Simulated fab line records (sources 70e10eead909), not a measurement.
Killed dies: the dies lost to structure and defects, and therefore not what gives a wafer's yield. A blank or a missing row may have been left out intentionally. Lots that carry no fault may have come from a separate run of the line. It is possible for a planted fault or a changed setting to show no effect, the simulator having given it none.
fab line records	flow nand_harc
[record] lots = 12	wafers = 36	last_day = 23
route steps=1159 shown P_M1@300 P_M2@325 END@1159
lots with no fault: from the same line, run without faults
start_h: the number of hours between the record's first day and the start of the first shown wafer of the lot	wait_h: how many hours have passed since the lot's step before this one	" unchanged from the row above	L1.1+2: a row that stands for several wafers	- either no value or no given start	* or withheld: withheld	< > ~ a bound
route shown NAME@n: names a module that has steps shown in the file, with the first one's number in the route	usual: the fault-free wafers' mean and standard deviation	same: alike in all rows	chamber/n: place in a boat	sites: the reading at each site	_std_site: the standard deviation of these	_edge_site: mean of outer sites minus mean of inner sites	radius_mm: for every site, how far away it sits from the centre of the wafer	mask NAME#n: copy n	behind: the last tool/chamber to shape the wafer	hold: why the lot went on hold/how many hours it stayed there/how the hold came to an end	device: whichever transistor did not switch (one of n, p or np)	end of line: the same wafers' tests at the end of the route	a step with no rows: only its recipe	killed: the dies lost at the first sort to structure and to defects; this is not the yield of the wafer	map: the dies of a wafer, with x for killed, . for not killed, _ for no die there
set.NAME: the run value of the setting; set.NAME@STEP: its run value at that earlier step	model.NAME: the simulator's own value behind a step, which no gauge read
route steps across a sampled set of lots; one table per step, one row per wafer
services: from which hour (start_h, from the record's first day; less than 0 if before it) a tool's chamber was out of use, for how many hours, and why
[[steps]]
[step NHARC_P_M1_ETCH_15]
[recipe] target_depth_a = 1825	time_s = 91.2	c4f8_flow_sccm = withheld	ar_flow_sccm = 400	rf_w = 600	bias_w = 300	chemistry = C4F8/Ar
[usual] oes_product_au = 0.956/0.02	rf_vpp_V = 441.3/2.4
lot.wafer	tool	chamber	start_h	wait_h	oes_product_au	rf_hours_counter_h	rf_vpp_V
L908.2	rie_diel-04	1	-	-	0.961	0	438.0
L908.1	"	2	"	"	0.972	0	439.1
L908.5	"	1	"	"	0.954	-	439.0
L909.4	rie_diel-12	2	-	-	0.921	6	445.0
L909.3	"	3	"	"	0.924	7	439.8
L909.5	"	2	"	"	0.923	-	446.0
L910.2	rie_diel-12	3	-	-	0.961	7	439.8
L910.5	"	1	"	"	0.978	-	437.5
L910.6	"	2	"	"	0.954	-	444.2
L911.4	rie_diel-08	3	-	-	0.980	1	442.9
L911.1	"	2	"	"	0.963	1	441.0
L911.6	"	0	"	"	0.977	-	445.1
L913.1	rie_diel-08	1	-	-	0.920	1	444.4
L913.3	"	3	"	"	0.935	1	441.1
L913.6	"	2	"	"	0.925	-	439.4
L914.3	rie_diel-12	0	-	-	0.931	7	442.0
L914.4	"	1	"	"	0.930	7	437.8
L914.6	"	2	"	"	0.921	-	446.2
L918.4	rie_diel-08	3	-	-	0.958	2	443.8
L918.2	"	2	"	"	0.957	1	441.8
L918.5	"	3	"	"	0.948	-	442.2
L919.3	rie_diel-12	3	-	-	0.918	10	439.5
L919.1	"	0	"	"	0.932	9	442.1
L919.2	"	2	"	"	0.927	10	444.4
L924.4	rie_diel-12	1	-	-	0.962	0	437.7
L924.2	"	3	"	"	0.981	0	440.5
L924.1	"	0	"	"	0.985	0	440.2
L925.1	rie_diel-08	1	-	-	0.974	2	442.1
L925.3	"	2	"	"	0.972	2	441.5
L925.2	"	3	"	"	0.955	2	441.9
L926.3	rie_diel-08	1	-	-	0.961	3	441.8
L926.1	"	2	"	"	0.968	3	441.3
L926.5	"	1	"	"	0.963	-	442.2
L929.3	rie_diel-12	0	-	-	0.972	1	440.5
L929.1	"	1	"	"	0.955	2	439.1
L929.2	"	2	"	"	0.960	2	445.4
[step NHARC_P_M1_ETCH_28]
[recipe] target_depth_a = 300	over_etch_frac = 0.3	time_s = 72.99	ion_energy_ev = 150	cf4_flow_sccm = 50	n2_flow_sccm = 100	ar_flow_sccm = 150	rf_w = 300	bias_w = 100	chemistry = CF4/N2
[usual] drypump_motor_current_A = 5.7/0.47	oes_product_au = 0.999/0.0073	rf_vpp_V = 314.3/1.8	showerhead_plenum_p_Torr = 2.64/0.099	throttle_valve_pct = 19.793/0.0092
lot.wafer	tool	chamber	start_h	wait_h	drypump_motor_current_A	oes_product_au	rf_hours_counter_h	rf_vpp_V	showerhead_plenum_p_Torr	throttle_valve_pct
L908.1	rie_diel-04	2	-	-	5.0	1.000	0	312.9	2.54	19.816
L908.2	"	3	"	"	6.2	0.989	0	312.1	2.49	19.797
L908.5	"	1	"	"	6.4	0.998	-	310.2	2.52	19.788
L909.4	rie_diel-08	3	-	-	6.1	0.997	0	316.3	2.70	19.802
L909.3	"	1	"	"	5.2	0.983	0	315.5	2.69	19.809
L909.5	"	3	"	"	6.1	1.002	-	315.0	2.70	19.787
L910.2	rie_diel-08	0	-	-	5.2	0.992	0	316.0	2.77	19.776
L910.6	"	2	"	"	5.2	0.992	-	314.2	2.65	19.785
L910.5	"	3	"	"	6.1	0.997	-	314.5	2.70	19.784
L911.4	rie_diel-12	3	-	-	5.9	1.000	8	314.7	2.59	19.785
L911.1	"	0	"	"	6.1	1.010	7	313.6	2.65	19.799
L911.6	"	0	"	"	6.2	1.003	-	313.0	2.65	19.789
L913.1	rie_diel-04	0	-	-	5.1	1.000	1	315.4	2.67	19.786
L913.3	"	2	"	"	5.0	0.996	4	312.6	2.54	19.811
L913.6	"	3	"	"	6.2	1.017	-	312.3	2.49	19.785
L914.4	rie_diel-12	2	-	-	5.9	0.998	8	316.4	2.82	19.772
L914.3	"	1	"	"	5.6	0.998	7	311.9	2.53	19.793
L914.6	"	3	"	"	5.9	1.007	-	313.9	2.59	19.779
L918.2	rie_diel-12	0	-	-	6.2	1.000	9	314.9	2.65	19.798
L918.4	"	2	"	"	5.9	0.997	10	315.1	2.82	19.783
L918.5	"	0	"	"	6.1	1.003	-	313.5	2.65	19.790
L919.1	rie_diel-08	3	-	-	6.1	0.999	2	314.7	2.70	19.799
L919.3	"	0	"	"	5.2	0.989	2	316.9	2.77	19.811
L919.2	"	1	"	"	5.2	1.005	2	315.0	2.69	19.798
L924.4	rie_diel-12	3	-	-	5.9	0.991	0	314.3	2.59	19.797
L924.1	"	1	"	"	5.6	1.003	0	314.1	2.53	19.799
L924.2	"	2	"	"	5.9	0.999	0	317.2	2.82	19.784
L925.1	rie_diel-04	2	-	-	5.0	1.001	9	312.4	2.54	19.772
L925.2	"	3	"	"	6.2	0.993	8	310.9	2.49	19.795
L925.3	"	0	"	"	5.1	1.013	5	314.7	2.67	19.799
L926.3	rie_diel-08	0	-	-	5.2	0.989	3	316.0	2.76	19.796
L926.1	"	2	"	"	5.2	0.990	3	314.3	2.64	19.786
L926.5	"	3	"	"	6.1	0.987	-	315.6	2.70	19.796
L929.2	rie_diel-08	2	-	-	5.2	0.996	3	314.6	2.64	19.809
L929.1	"	3	"	"	6.1	1.001	3	315.7	2.70	19.785
L929.3	"	1	"	"	5.1	1.000	3	314.5	2.69	19.796
[step NHARC_P_M1_PRE_CLEAN_32]
[recipe] time_s = 12	temp_c = 370	rf_power_w = 300	gas = NH3
[usual] heater_power_w = 620/110
lot.wafer	tool	chamber	start_h	wait_h	heater_power_w
L908.1	pecvd-04	2	131.26	0.1	639
L908.2	"	0	"	"	714
L908.5	"	1	"	"	607
L909.3	pecvd-02	1	139.77	0.1	553
L909.4	"	1	"	"	543
L909.5	"	2	"	"	741
L910.2	pecvd-03	1	141.26	0.1	806
L910.5	"	2	"	"	561
L910.6	"	1	"	"	816
L911.1	pecvd-03	2	159.94	0.1	581
L911.6	"	1	"	"	791
L911.4	"	2	"	"	577
L913.1	pecvd-03	1	164.73	0.1	702
L913.3	"	2	"	"	583
L913.6	"	1	"	"	697
L914.3	pecvd-04	0	167.88	0.1	803
L914.4	"	1	"	"	570
L914.6	"	2	"	"	659
L918.2	pecvd-03	0	197.24	0.1	563
L918.4	"	0	"	"	550
L918.5	"	1	"	"	765
L919.1	pecvd-03	0	202.27	0.1	517
L919.3	"	1	"	"	787
L919.2	"	2	"	"	644
L924.2	pecvd-04	2	223.34	0.1	632
L924.1	"	0	"	"	662
L924.4	"	2	"	"	644
L925.2	pecvd-04	0	231.09	0.1	734
L925.1	"	1	"	"	588
L925.3	"	2	"	"	672
L926.1	pecvd-04	1	241.45	0.1	592
L926.3	"	0	"	"	685
L926.5	"	0	"	"	702
L929.1	pecvd-02	2	252.61	0.1	720
L929.2	"	0	"	"	477
L929.3	"	1	"	"	563
[step NHARC_P_M2_EXPOSE_06]
[recipe] na = 1.35	target_cd_nm = 170	dose_mj = 80.78	mask_id = P_M2
[usual] exposure_dose_mJ_cm2 = 80.77/0.07
lot.wafer	tool	chamber	start_h	wait_h	mask	exposure_dose_mJ_cm2
L908.1	arfi_scanner-03	0	132.43	-	P_M2#0	80.85
L908.2	"	0	"	"	P_M2#0	80.78
L908.5	"	0	"	"	P_M2#0	80.72
L909.3	arfi_scanner-02	0	140.96	-	P_M2#0	80.80
L909.4	"	0	"	"	P_M2#0	80.86
L909.5	"	0	"	"	P_M2#0	80.80
L910.2	arfi_scanner-02	0	142.30	-	P_M2#0	80.71
L910.5	"	0	"	"	P_M2#0	80.88
L910.6	"	0	"	"	P_M2#0	80.78
L911.1	arfi_scanner-03	0	160.97	-	P_M2#0	79.46
L911.4	"	0	"	"	P_M2#0	79.37
L911.6	"	0	"	"	P_M2#0	79.46
L913.1	arfi_scanner-02	0	166.02	-	P_M2#0	80.77
L913.3	"	0	"	"	P_M2#0	80.78
L913.6	"	0	"	"	P_M2#0	80.74
L914.3	arfi_scanner-03	0	169.06	-	P_M2#0	79.79
L914.4	"	0	"	"	P_M2#0	79.82
L914.6	"	0	"	"	P_M2#0	79.80
L918.2	arfi_scanner-03	0	198.40	-	P_M2#0	79.89
L918.4	"	0	"	"	P_M2#0	80.05
L918.5	"	0	"	"	P_M2#0	79.85
L919.1	arfi_scanner-03	0	203.33	-	P_M2#0	80.14
L919.2	"	0	"	"	P_M2#0	80.09
L919.3	"	0	"	"	P_M2#0	80.16
L924.1	arfi_scanner-02	0	224.49	-	P_M2#0	80.69
L924.2	"	0	"	"	P_M2#0	80.76
L924.4	"	0	"	"	P_M2#0	80.79
L925.1	arfi_scanner-01	0	232.24	-	P_M2#0	80.73
L925.2	"	0	"	"	P_M2#0	80.89
L925.3	"	0	"	"	P_M2#0	80.76
L926.1	arfi_scanner-01	0	242.68	-	P_M2#0	80.77
L926.3	"	0	"	"	P_M2#0	80.73
L926.5	"	0	"	"	P_M2#0	80.78
L929.1	arfi_scanner-02	0	253.80	-	P_M2#0	80.68
L929.2	"	0	"	"	P_M2#0	80.75
L929.3	"	0	"	"	P_M2#0	80.62
[step NHARC_END_SORT_01]
[recipe] temp_c = 25
[usual] defect_limited_yield = 95.2/1.6	killed_at_array = 28/11	killed_at_other = 0.8/1.3	killed_at_periphery = 3.6/2.5	killed_dies = 32/11	killed_open = 3.0/1.8	killed_short = 2.0/1.5	sort_bin_2_pct = 1.5/0.66	sort_bin_3_pct = 0.25/0.23	sort_bin_4_pct = 3.0/1.1	sort_n_pass = 645/11	sort_rim_yield_pct = 96.0/2.9	sort_yield_pct = 95.2/1.6
[same] gross_dies = 677	sort_bin_5_pct[%] = 0	sort_bin_6_pct[%] = 0	sort_bin_7_pct[%] = 0	sort_bin_8_pct[%] = 0	sort_rim_n_gross = 106.00
lot.wafer	tool	chamber	start_h	wait_h	defect_limited_yield[%]	killed_at_array	killed_at_other	killed_at_periphery	killed_dies	killed_open	killed_short	sort_bin_2_pct[%]	sort_bin_3_pct[%]	sort_bin_4_pct[%]	sort_n_pass	sort_rim_yield_pct[%]	sort_yield_pct[%]
L919.1	prober-02	0	516.33	2.5	94.4	37	0	1	38	2	3	1.2	0.30	4.1	639	96.2	94.4
L919.2	prober-02	0	517.14	2.8	95.1	33	0	0	33	0	2	1.0	0.15	3.7	644	93.4	95.1
L919.3	prober-02	0	517.95	3.1	96.0	26	0	1	27	2	0	1.0	0.15	2.8	650	100.0	96.0
L918.2	prober-01	0	517.33	2.8	96.5	20	1	3	24	2	4	1.3	0	2.2	653	94.3	96.5
L918.4	prober-01	0	518.96	3.5	95.9	21	0	7	28	2	4	1.6	0.15	2.4	649	95.3	95.9
L918.5	prober-01	0	519.77	3.8	93.9	32	2	7	41	2	2	2.5	0.44	3.1	636	99.1	93.9
L925.1	prober-02	0	547.74	2.5	92.0	46	2	6	54	4	5	2.7	0.30	5.0	623	91.5	92.0
L925.2	prober-02	0	548.55	2.8	92.8	38	4	7	49	2	4	1.8	0.59	4.9	628	90.6	92.8
L925.3	prober-02	0	549.35	3.1	92.0	44	4	6	54	5	1	2.8	0.44	4.7	623	91.5	92.0
// killed by level:class
L919.1 A_SLIT:chamber_film_flake=14 A_STAIRCASE:chamber_film_flake=8 A_CHANNEL_HOLE_D1:chamber_film_flake=5 A_CONTACT:chamber_film_flake=4 A_WL_FILL:geometric_particle:short=2 P_M1:geometric_particle:short=1 A_CHANNEL_FILL_D1:geometric_particle:open=1 A_CONTACT:geometric_particle:open=1
L919.2 A_SLIT:chamber_film_flake=14 A_CONTACT:chamber_film_flake=6 A_STAIRCASE:chamber_film_flake=4 A_WL_FILL:chamber_film_flake=4 A_CHANNEL_HOLE_D1:chamber_film_flake=3 A_WL_FILL:geometric_particle:short=1 A_BLC:geometric_particle:short=1
L918.2 A_CHANNEL_HOLE_D1:chamber_film_flake=8 A_STAIRCASE:chamber_film_flake=3 A_CONTACT:chamber_film_flake=2 A_M1:chamber_film_flake=2 P_GATE:geometric_particle:short=1 P_M0:geometric_particle:short=1 A_WL_FILL:geometric_particle:short=1 A_CONTACT:geometric_particle:open=1
L919.3 A_SLIT:chamber_film_flake=16 A_CHANNEL_HOLE_D1:chamber_film_flake=3 A_CONTACT:chamber_film_flake=3 A_STAIRCASE:chamber_film_flake=2 A_ONON_D1:geometric_particle:open=1 A_CONTACT:geometric_particle:open=1 P_BONDPAD:chamber_film_flake=1
L918.4 A_CHANNEL_HOLE_D1:chamber_film_flake=7 P_CONTACT:chamber_film_flake=5 A_M1:chamber_film_flake=5 A_STAIRCASE:chamber_film_flake=3 A_SGD_CUT:geometric_particle:short=2 P_CONTACT:geometric_particle:open=1 A_SOURCE_PLATE:geometric_particle:short=1 A_ONON_D1:geometric_particle:short=1
L918.5 A_CHANNEL_HOLE_D1:chamber_film_flake=18 P_CONTACT:chamber_film_flake=6 A_M1:chamber_film_flake=5 A_ZERO_WELL:chamber_film_flake=2 THIN_TSV:chamber_film_flake=2 A_STAIRCASE:chamber_film_flake=2 P_M1:geometric_particle:short=1 A_ONON_D1:geometric_particle:short=1
L925.1 A_CHANNEL_HOLE_D1:chamber_film_flake=19 A_SLIT:chamber_film_flake=14 P_GATE:chamber_film_flake=3 A_CONTACT:chamber_film_flake=3 P_CONTACT:geometric_particle:short=2 A_CONTACT:geometric_particle:open=2 A_M0:geometric_particle:short=2 A_ZERO_WELL:chamber_film_flake=2
L925.2 A_SLIT:chamber_film_flake=17 A_CHANNEL_HOLE_D1:chamber_film_flake=11 THIN_TSV:chamber_film_flake=4 P_GATE:chamber_film_flake=3 P_M2:chamber_film_flake=3 A_STAIRCASE:chamber_film_flake=3 A_CHANNEL_FILL_D1:geometric_particle:short=2 P_M0:geometric_particle:open=1
L925.3 A_SLIT:chamber_film_flake=20 A_CHANNEL_HOLE_D1:chamber_film_flake=13 P_GATE:chamber_film_flake=4 THIN_TSV:chamber_film_flake=4 A_WL_FILL:chamber_film_flake=3 A_CONTACT:geometric_particle:open=2 A_STAIRCASE:chamber_film_flake=2 A_CONTACT:chamber_film_flake=2
[[services]]
tool	chamber	start_h	hours	kind
rie_diel-08	0	107.03	5.1	repair
pecvd-03	-	111.00	13.0	pm
rie_diel-04	-	112.25	9.0	pm
arfi_scanner-02	-	122.29	3.8	repair
pecvd-04	-	124.51	2.7	repair
rie_diel-08	-	124.80	9.0	pm
pecvd-02	-	125.18	0.8	repair
pecvd-02	-	128.19	1.2	repair
pecvd-03	-	129.79	8.6	repair
rie_diel-04	0	136.29	22.1	repair
pecvd-02	-	137.56	0.9	repair
arfi_scanner-03	-	140.00	4.0	pm
arfi_scanner-03	-	160.01	0.5	repair
rie_diel-04	2	168.41	2.5	repair
arfi_scanner-03	-	185.48	3.8	repair
pecvd-04	-	195.21	13.0	pm
rie_diel-12	-	202.40	9.0	pm
pecvd-03	1	203.19	12.2	repair
pecvd-03	-	217.27	2.7	repair
pecvd-03	2	229.26	5.5	repair
rie_diel-12	0	231.48	9.0	repair
arfi_scanner-03	-	238.67	1.7	repair
rie_diel-12	3	240.93	16.4	repair
rie_diel-12	1	242.28	2.0	repair
[[key]]
[first_sign] step = NHARC_P_M2_EXPOSE_06	reading = exposure_dose_mJ_cm2	direction = down	sigmas = 14	usual = 80.77	struck = 79.82
effect none on later readings
met_at NHARC_P_M2_EXPOSE_06
struck_lots L911,L914,L918,L919
[loop_trim] step = NHARC_P_M2_EXPOSE_06	setting = dose	lots = L914,L918,L919
not_acting_at NHARC_P_M1_ETCH_15,NHARC_P_M1_ETCH_28,NHARC_P_M1_PRE_CLEAN_32
onset_between 132.43 160.97
[fault] kind = process_parameter_drift	tool = arfi_scanner-03	chamber = -	onset_h = 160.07	steps = NHARC_P_M2_EXPOSE_06	channel = dose_mj	offset = -1.2581	shape = step	acts_in = these_recipes_only	stated = 80.78
// loop_trim: a control loop set the setting to another value than it would have without faults
